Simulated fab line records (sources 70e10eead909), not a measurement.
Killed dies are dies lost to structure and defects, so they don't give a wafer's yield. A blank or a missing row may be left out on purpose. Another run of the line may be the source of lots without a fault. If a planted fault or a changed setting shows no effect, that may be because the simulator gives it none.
A lot that was struck, set against a sound lot ; flow nand-harc ; 18 steps out of a route of 1302
Sound: wafers L603.1, L603.2, L603.4. Struck: wafers L601.1, L601.3, L601.6. At the end, the cause is stated.
Each step with rows lists, per side, the tool, then ch with its chambers, then its first start. Under that, the readings that differ: sound wafers ; struck wafers ; difference of the means ; sigmas: that difference in standard deviations of wafers without a fault.
alike: a reading whose means differ by less than 2 such deviations, as well as words and numbers matching on both sides. not compared: withheld readings; readings where some wafer has no value; bounds like >300 that might hide an equal value; numbers whose values overlap and for which the record gives no deviation.
A row with sigmas, a row that says differs or no value, or rows on one side alone: a step with any of these is where the two part. Numbers that don't overlap but have no deviation are shown without sigmas and don't part them. A reading missing from all wafers of one side parts the sides only when that side holds two or more wafers.

first, 3 steps without rows for these wafers: NHARC_P_BONDPAD_HARDBAKE_10 (time 65 s); NHARC_P_BONDPAD_DESCUM_11 (chemistry O2, time 3 s); NHARC_P_BONDPAD_ETCH_37 (etches the open film in N2/H2, target depth 60 nm, overetch 18 nm, time 65.91 s).
NHARC_P_BONDPAD_ETCH_12: etches the open film in CHF3/O2, target depth 200 nm, time 100 s.
  sound on rie-diel-08 ch 1,2,3; struck on rie-diel-09 ch 0,2
  alike: bias-w, drypump-motor-current-A, oes-product-au, rf-vpp-V, showerhead-plenum-p-Torr, throttle-valve-pct
  not compared: rf-hours-counter-h
NHARC_P_BONDPAD_CD_MEAS_13:
  struck on cd-sem-02, day 13 16:17; sound on cd-sem-02, day 14 01:29
  alike: cd-nm
NHARC_P_BONDPAD_STRIP_15: strips in O2.
  sound on rie-diel-08 ch 1,3, day 14 01:35; struck on rie-diel-08 ch 0,3, day 13 16:22
  alike: drypump-motor-current-A, oes-product-au, rf-vpp-V, showerhead-plenum-p-Torr, throttle-valve-pct
  not compared: rf-hours-counter-h
NHARC_P_BONDPAD_ETCH_24: etches the open film in CF4/N2, target depth 30 nm, time 72.99 s.
  sound on rie-diel-08 ch 2,3, day 14 01:45; struck on rie-diel-08 ch 0,2,3
  alike: bias-w, drypump-motor-current-A, oes-product-au, rf-vpp-V, showerhead-plenum-p-Torr, throttle-valve-pct
  not compared: rf-hours-counter-h
then, 1 step without rows for these wafers: NHARC_P_BONDPAD_STRIP_16 (strips in post etch residue remover, time 600 s).
NHARC_P_BONDPAD_DEGAS_25: time 60 s.
  struck on pvd-sputter-02, day 13 16:55; sound on pvd-sputter-01, day 14 02:10
  alike: heater-power-w
then, 2 steps without rows for these wafers: NHARC_P_BONDPAD_PRE_CLEAN_26 (time 30 s); NHARC_P_BONDPAD_PVD_17 (deposits TaN, target thk 5 nm, time 8.06 s).
NHARC_P_BONDPAD_PVD_27: deposits Cu, target thk 30 nm, time 20.49 s.
  sound on pvd-sputter-01; struck on pvd-sputter-02
  alike: throttle-valve-pct
NHARC_P_BONDPAD_ECD_18: material Cu, target thk 400 nm.
  sound on ecd-cu-01 ch 0,1, day 14 02:33; struck on ecd-cu-02 ch 0,1, day 13 17:20
  no value came back on the struck wafers for bath-heat-duty-pct (%), bath-temp-c (C); on the sound wafers bath-heat-duty-pct (%) reads 6.1 5.4 5.6
then, 2 steps without rows for these wafers: NHARC_P_BONDPAD_ANNEAL_28 (time 90 s); NHARC_P_BONDPAD_CMP_19 (polishes, t overpolish 30 s, cu recess touch 16 s, target thk 160.81 nm).
NHARC_P_BONDPAD_THK_MEAS_20: measures by xrf.
  struck on film-metro-02, day 13 18:19; sound on film-metro-02, day 14 03:36
reading;sound;struck;difference;sigmas
thk-nm (nm);160.7 159.5 159.8;30.6 30.8 31.4;-129.1;-99 or more
then, 1 step without rows for these wafers: NHARC_P_BONDPAD_SRD_21 (time 30 s, dry time 20 s).
-- the record jumps here: 17 days lie between the struck wafers' starts before and after (it left off in module P_BONDPAD and takes up again in module END, whose first step shown is number 1302 of the route) --
NHARC_END_SORT_01:
  sound on prober-02 ch 0, day 31 11:17; struck on prober-02 ch 0, day 30 19:14
reading;sound;struck;difference;sigmas
defect-limited-yield (%);93.2 93.2 92.5;0 0 0;-93;-36
killed-at-periphery;2 0 2;607 614 618;+612;+99 or more
killed-dies;46 46 51;677 677 677;+629;+35
sort_bin_2_pct (%);2.7 1.5 2.4;93.1 93.8 94.5;+91.6;+76
sort-n-pass;631 631 626;0 0 0;-629;-35
sort-rim-yield-pct (%);87 87 87;0 0 0;-87;-18
sort-yield-pct (%);93.2 93.2 92.5;0 0 0;-93;-36
  alike: killed-at-array, killed-at-other, killed-open, killed-short, sort_bin_3_pct, sort_bin_4_pct

== WHERE THEY PART ==
Last at NHARC_END_SORT_01 as far as this record goes, first at NHARC_P_BONDPAD_ECD_18.

WHY: the cause the simulator had injected
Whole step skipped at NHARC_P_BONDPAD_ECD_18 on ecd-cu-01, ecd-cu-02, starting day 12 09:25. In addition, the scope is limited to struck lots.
